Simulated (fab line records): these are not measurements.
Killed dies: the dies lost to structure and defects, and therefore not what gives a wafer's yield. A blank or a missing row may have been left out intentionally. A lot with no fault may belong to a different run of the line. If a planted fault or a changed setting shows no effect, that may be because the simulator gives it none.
What tool caused it? || flow n5 finfet || Sampling: 10 lots, 27 wafers, 5 of 1938 route steps

== WHAT THE GAUGES SHOWED, per wafer ==
N5_BEOL_M15_THK_MEAS_01.
{"lot": "L214", "measured": "day 11 21:30", "on": "film metro-02", "M15_ILD_THK (nm)": "1632 1664"}
{"lot": "L215", "measured": "day 12 06:52", "on": "film metro-01", "M15_ILD_THK (nm)": "1640 1623 1645"}
{"lot": "L217", "measured": "day 12 13:35", "on": "film metro-01", "M15_ILD_THK (nm)": "1614 1643 1624"}
{"lot": "L216", "measured": "day 13 00:03", "on": "film metro-01", "M15_ILD_THK (nm)": "1624 1599"}
{"lot": "L220", "measured": "day 13 08:57", "on": "film metro-01", "M15_ILD_THK (nm)": "1603 1602 1613"}
{"lot": "L221", "measured": "day 13 10:02", "on": "film metro-02", "M15_ILD_THK (nm)": "1670 1626 1663"}
{"lot": "L225", "measured": "day 15 06:25", "on": "film metro-01", "M15_ILD_THK (nm)": "1642 1591 1663"}
{"lot": "L229", "measured": "day 16 17:14", "on": "film metro-01", "M15_ILD_THK (nm)": "1626 2906 1641"}
{"lot": "L234", "measured": "day 17 15:10", "on": "film metro-01", "M15_ILD_THK (nm)": "1624 2878 2924"}
{"lot": "L237", "measured": "day 18 06:34", "on": "film metro-01", "M15_ILD_THK (nm)": "1621 1637"}

== WHICH TOOL RAN EACH LOT (tool, then ch and the chambers of the sampled wafers, then the start) ==
{"lot": "L214", "N5_BEOL_M14_ETCH_67": "rie diel-06 ch 0,2, day 11 19:00", "N5_BEOL_M14_DEGAS_41": "pvd sputter-03, day 11 19:55", "N5_BEOL_M14_CMP_49": "cmp-03 ch 0,1, day 11 20:50", "N5_BEOL_M15_ILD_DEP_00": "pecvd-04 ch 1,2, day 11 21:22"}
{"lot": "L215", "N5_BEOL_M14_ETCH_67": "rie diel-06 ch 0,1,2, day 12 02:02", "N5_BEOL_M14_DEGAS_41": "pvd sputter-03, day 12 04:47", "N5_BEOL_M14_CMP_49": "cmp-04 ch 0,1,3, day 12 06:07", "N5_BEOL_M15_ILD_DEP_00": "pecvd-01 ch 0,1, day 12 06:37"}
{"lot": "L217", "N5_BEOL_M14_ETCH_67": "rie diel-06 ch 0,3, day 12 09:16", "N5_BEOL_M14_DEGAS_41": "pvd sputter-01, day 12 11:40", "N5_BEOL_M14_CMP_49": "cmp-04 ch 0,1, day 12 12:53", "N5_BEOL_M15_ILD_DEP_00": "pecvd-01 ch 1,2, day 12 13:20"}
{"lot": "L216", "N5_BEOL_M14_ETCH_67": "rie diel-05 ch 0,1, day 12 19:11", "N5_BEOL_M14_DEGAS_41": "pvd sputter-02, day 12 22:26", "N5_BEOL_M14_CMP_49": "cmp-01 ch 0,3, day 12 23:19", "N5_BEOL_M15_ILD_DEP_00": "pecvd-04 ch 0,1, day 12 23:48"}
{"lot": "L220", "N5_BEOL_M14_ETCH_67": "rie diel-04 ch 0,2,3, day 13 02:03", "N5_BEOL_M14_DEGAS_41": "pvd sputter-01, day 13 07:22", "N5_BEOL_M14_CMP_49": "cmp-03 ch 0,1,3, day 13 08:13", "N5_BEOL_M15_ILD_DEP_00": "pecvd-01 ch 0,2, day 13 08:42"}
{"lot": "L221", "N5_BEOL_M14_ETCH_67": "rie diel-05 ch 0,1,2, day 13 02:38", "N5_BEOL_M14_DEGAS_41": "pvd sputter-01, day 13 08:23", "N5_BEOL_M14_CMP_49": "cmp-03 ch 0,1,3, day 13 09:17", "N5_BEOL_M15_ILD_DEP_00": "pecvd-04 ch 0,1,2, day 13 09:47"}
{"lot": "L225", "N5_BEOL_M14_ETCH_67": "rie diel-04 ch 1,2, day 15 03:30", "N5_BEOL_M14_DEGAS_41": "pvd sputter-02, day 15 04:44", "N5_BEOL_M14_CMP_49": "cmp-03 ch 1,2, day 15 05:40", "N5_BEOL_M15_ILD_DEP_00": "pecvd-04 ch 1,2, day 15 06:10"}
{"lot": "L229", "N5_BEOL_M14_ETCH_67": "rie diel-05 ch 0,2, day 16 13:47", "N5_BEOL_M14_DEGAS_41": "pvd sputter-01, day 16 15:34", "N5_BEOL_M14_CMP_49": "cmp-03 ch 0,3, day 16 16:28", "N5_BEOL_M15_ILD_DEP_00": "pecvd-01 ch 0,2, day 16 16:59"}
{"lot": "L234", "N5_BEOL_M14_ETCH_67": "rie diel-06 ch 0,1,3, day 17 08:43", "N5_BEOL_M14_DEGAS_41": "pvd sputter-02, day 17 13:03", "N5_BEOL_M14_CMP_49": "cmp-03 ch 0,2, day 17 14:26", "N5_BEOL_M15_ILD_DEP_00": "pecvd-01 ch 0,1, day 17 14:55"}
{"lot": "L237", "N5_BEOL_M14_ETCH_67": "rie diel-06 ch 2,3, day 17 19:37", "N5_BEOL_M14_DEGAS_41": "pvd sputter-02, day 18 04:49", "N5_BEOL_M14_CMP_49": "cmp-03 ch 2,3, day 18 05:54", "N5_BEOL_M15_ILD_DEP_00": "pecvd-04 ch 0,1, day 18 06:19"}
- N5_BEOL_M14_ETCH_67: etches SiARC in CF4, target depth 143 nm, time 238.3 s.
- N5_BEOL_M14_DEGAS_41: time 60 s.
- N5_BEOL_M14_CMP_49: polishes, stops on SiO2, t overpolish 5.2 s, target thk 560 nm.
- N5_BEOL_M15_ILD_DEP_00: deposits SiO2 from TEOS/O2, target thk 1629.3 nm, time 346.1 s.

== THE ANSWER, worked out from the rows above alone ==
Rule: what is usual is taken from the lots themselves. The widest of any qualifying gaps counts: lots, ordered by their means at a reading, are off when they make up no more than a third of the lots, leave a main group of 4 or more, and stand apart from it by 3 or more times the standard deviation of that group's means. If all means in a main group match to the digits the tables above print for the reading, that group is not used. Also off: a lot with no number at a reading for which 4 or more lots have one. Any other lot the step has rows for is counted as sound.
Off: at N5_BEOL_M15_THK_MEAS_01 (M15_ILD_THK), L229, L234. The main group: mean 1630 nm, standard deviation 15.
A tool fits if, at a process step before that reading, it ran every lot that is off, and no sound lot after the first of them. Gauges at N5_BEOL_M15_THK_MEAS_01: tried the same way as those tools. One fits: N5_BEOL_M15_ILD_DEP_00 on pecvd-01. Its last sound lot is L220 (day 13 08:42), its first lot that is off L229 (day 16 16:59): a fault that began between those two fits.

== WHAT THE SIMULATOR HAD INSERTED ==
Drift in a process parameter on pecvd-01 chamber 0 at N5_BEOL_M15_ILD_DEP_00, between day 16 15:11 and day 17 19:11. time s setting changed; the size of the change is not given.
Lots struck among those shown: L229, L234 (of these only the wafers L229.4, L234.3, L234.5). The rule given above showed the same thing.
